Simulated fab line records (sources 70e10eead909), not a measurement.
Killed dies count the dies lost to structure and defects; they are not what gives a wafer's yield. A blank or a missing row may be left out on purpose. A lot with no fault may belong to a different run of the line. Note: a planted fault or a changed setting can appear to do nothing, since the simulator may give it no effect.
Code-filled problem report in 8D (eight disciplines) form | flow nandHarc | the parts of the form that need people (team, actions taken, sign-off) are left out

## 1. THE ISSUE
NHARC_P_M0_PEB_07, plateTempC: mean 99.33 C on 3 wafers (1 lot); fault-free wafers 100.01 C, standard deviation 0.14. Relative to the usual mean, that is a shift of -4.9 standard deviations.
The step: peb time 65 s.
First observed at day 13 01:40: wafer L293.2, on lithoTrack-01. At this step, 36 wafers from 12 lots have a number in the record. By rule, "out" or "out of limits" means more than 4 standard deviations away from the usual mean. Any other wafer with a number is counted as sound.

## 2. WHAT IT IS, WHAT IT ISN'T
question                    | is                     | is not
which readings at this step | plateTempC             | -
which lots                  | L293                   | L278, L279, L280, L281, L282, L283, L284, L286, L287, L288, L289
which wafers of those lots  | all that have a number | -
read on which tools         | lithoTrack-01          | lithoTrack-04, lithoTrack-06
when                        | from day 13 01:40      | up to then (33 sound wafers)

## 3. WHAT RULES OUT EACH SUSPECT
Counting: a tool at a process step up to the reading stays a suspect if it ran every lot that is out and no sound lot after the first of them.
- pvdSputter-01 at NHARC_P_CONTACT_PVD_32 (deposits Ti, target thk 5 nm, time 17.7 s): kept. It ran the lot that is out, L293 (day 13 01:40), and no sound lot after that; its last sound lot up to then is L287 (day 10 05:46). Because NHARC_P_CONTACT_PVD_32 lacks a start for some lots, the hours and order of its lots are taken from NHARC_P_M0_PEB_07.
- lithoTrack-01 at NHARC_P_M0_PEB_07 (peb time 65 s): kept. It ran the lot that is out, L293 (day 13 01:40), and no sound lot after that; its last sound lot up to then is L289 (day 11 00:25). Its own readings are out on those wafers: plateTempC.
Left after counting: pvdSputter-01 at NHARC_P_CONTACT_PVD_32, lithoTrack-01 at NHARC_P_M0_PEB_07.

## 4. THE CAUSE (what the simulator had put in)
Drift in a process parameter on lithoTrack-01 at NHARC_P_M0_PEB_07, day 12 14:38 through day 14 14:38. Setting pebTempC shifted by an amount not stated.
This tool is one of the 2 suspects left after counting.

## 5. SEQUENCE OF EFFECTS, ordered by route
Rows list readings where the struck wafers' mean (over those with a number) sits beyond 3 standard deviations from the usual. Only readings for which the record gives a usual standard deviation are gone through. hours: the time from each lot's start at the first step in this table that gives one to its start at this step, as a median over the lots. sigmas: the change in usual standard deviations.
hours | step              | reading    | usual    | on struck wafers | change | sigmas
0     | NHARC_P_M0_PEB_07 | plateTempC | 100.01 C | 99.33            | -0.68  | -4.9
The process steps in it:
- NHARC_P_M0_PEB_07: peb time 65 s.
Later steps that measure or inspect, where all struck wafers having a row at the step show a number for every such reading and not one has moved that far: NHARC_P_M0_CD_MEAS_09.

## 6. HOW IT WOULD HAVE BEEN CAUGHT EARLIER
In this record no reading fell out of limits until day 13 01:40, 11 hours after the fault had begun at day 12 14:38.
